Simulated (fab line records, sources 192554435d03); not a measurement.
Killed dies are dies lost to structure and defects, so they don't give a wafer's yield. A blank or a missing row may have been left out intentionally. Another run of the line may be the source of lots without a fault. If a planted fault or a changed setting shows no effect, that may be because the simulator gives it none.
Lot-split experiment -- flow n5-finfet -- on a route of 1938 steps: 7 lots, 21 wafers read

## ABOUT THE SPLIT
At N5_BEOL_M5_COAT_66 (time 60 s, resist thk 12 nm), the setting spin-rpm was moved away from the recipe's 1500 rpm on 8 of the 21 wafers read, by -10.0% to +8.7%. This setting was run at the recipe's value on the other wafers.

Reading taken at the split's own step.

## THE READING
SiARC_of_BEOL_M5_COAT_66.thk-nm (the simulator's own value, which no gauge read), in nm, at N5_BEOL_M5_COAT_66 (time 60 s, resist thk 12 nm). There is no usual value for it anywhere in the file. Here, 13 wafers ran the recipe; their average is 12.0 nm with a standard deviation of 0.053 nm.

wafer,"tool, chamber at the split","spin-rpm as run, rpm",against the recipe,"SiARC_of_BEOL_M5_COAT_66.thk-nm, nm",against lot-mates on the recipe
L079.2,"litho-track-04, 0",1350,-10.0%,12.8,+0.8
L079.3,"litho-track-04, 0",1500,recipe,12,-
L079.4,"litho-track-04, 0",1500,recipe,12,-
L084.2,"litho-track-02, 0",1557,+3.8%,11.8,no lot-mate on the recipe
L084.3,"litho-track-02, 0",1557,+3.8%,11.8,no lot-mate on the recipe
L084.5,"litho-track-02, 0",1557,+3.8%,11.8,no lot-mate on the recipe
L089.3,"litho-track-01, 0",1500,recipe,11.8,-
L089.5,"litho-track-01, 0",1500,recipe,12,-
L089.6,"litho-track-01, 0",1543,+2.9%,11.8,-0.1
L093.1,"litho-track-01, 0",1500,recipe,12,-
L093.4,"litho-track-01, 0",1500,recipe,12,-
L093.6,"litho-track-01, 0",1630,+8.7%,11.4,-0.6
L092.1,"litho-track-04, 0",1500,recipe,12,-
L092.2,"litho-track-04, 0",1594,+6.3%,11.6,-0.4
L092.5,"litho-track-04, 0",1594,+6.3%,11.6,-0.4
L096.2,"litho-track-02, 0",1500,recipe,12,-
L096.3,"litho-track-02, 0",1500,recipe,12,-
L096.5,"litho-track-02, 0",1500,recipe,12,-
L097.1,"litho-track-02, 0",1500,recipe,12,-
L097.4,"litho-track-02, 0",1500,recipe,12,-
L097.6,"litho-track-02, 0",1500,recipe,12,-

FIT RESULTS
A straight line over all 21 wafers: SiARC_of_BEOL_M5_COAT_66.thk-nm changes by -0.0697 nm for each +1% of spin-rpm; r = -0.98; the points scatter about the line by 0.058 nm.
The same after taking each lot's own level away (the mean of its wafers on the recipe; 18 wafers): -0.0716 nm for each +1%; r = -0.99; scatter 0.049 nm.
The reading moves by 0.72 nm for the largest change in spin-rpm, on that fit.
The span of the lots' own levels, 11.90 to 12.00 nm, comes to 1.9 times the standard deviation stated above.
The two slopes agree, so the slope changes little with the lot-to-lot level.
Check: for one of the wafers moved furthest among these (-10.0%), held out of the fit, the line's prediction against its lot-mates is +0.66 nm. Against them it came out at +0.8 nm.

## OTHER SPLITS APPLIED TO THESE WAFERS
These wafers also went through other splits before the reading. Each is held against what the fit with the lots' levels taken away leaves over:
other split on the same wafers,wafers away from the commonest value,r with SiARC_of_BEOL_M5_COAT_66.thk-nm (lot level and that fit taken away)
N5_BEOL_M2_COAT_62 spin-rpm,3,-0.35
N5_BEOL_M3_PECVD_72 temp-c,8,+0.35
N5_BEOL_M3_COAT_22 spin-rpm,8,-0.24
N5_BEOL_M3_EXPOSE_25 dose-mj,7,-0.26
N5_BEOL_M4_TRENCH_ETCH_37 time-s,11,-0.33

## FILE'S OWN FIT
SiARC_of_BEOL_M5_COAT_66.thk-nm changes by -0.0718 nm for each +1% of spin-rpm, r = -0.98.
